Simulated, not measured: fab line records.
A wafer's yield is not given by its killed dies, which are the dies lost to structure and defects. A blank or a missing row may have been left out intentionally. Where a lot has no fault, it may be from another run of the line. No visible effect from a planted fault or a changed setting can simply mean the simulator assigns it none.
Chamber matching -- flow nandHarc -- NHARC_P_M2_DEP_33 on pecvd-01: 3 sister chambers
The step deposits SiCN, target thk 30 nm. 6 wafers are shown with their chamber, then 7 later ones without.

## EACH WAFER AND ITS CHAMBER
wafer,chamber,heaterPowerW (W)
L614.1,2,483
L614.4,1,443
L617.4,1,558
L617.6,0,668
L622.1,0,621
L622.2,2,463

## WAFERS WITHOUT THEIR CHAMBER
wafer,heaterPowerW (W)
L622.4,601
L623.3,536
L623.5,511
L623.6,644
L628.1,620
L628.2,491
L628.6,466

## WHICH CHAMBER EACH ONE RAN IN
wafer,from the rows above,in truth
L622.4,can't be placed: 0 or 1 or 2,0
L623.3,can't be placed: 1 or 2 or 0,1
L623.5,can't be placed: 1 or 2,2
L623.6,0,0
L628.1,can't be placed: 0 or 1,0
L628.2,can't be placed: 1 or 2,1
L628.6,can't be placed: 2 or 1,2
Correct placement for 1 of the 7. From these rows, 6 cannot be placed; in 6 the true chamber is one of the candidates. 0 placed wrongly.
How it was worked out, from the rows above alone: a wafer's distance from a chamber is the root of the sum, over the readings, of the square of ((its reading less the chamber's mean) divided by the reading's scatter). If the next closest chamber is less than 2 further off than the closest, the wafer can't be placed; otherwise it belongs to the closest. For every chamber, the mean is computed from those of its wafers that are shown. The scatter: the root of (the sum of the squares of (reading less its chamber's mean) over the shown wafers, divided by (wafers less chambers)).
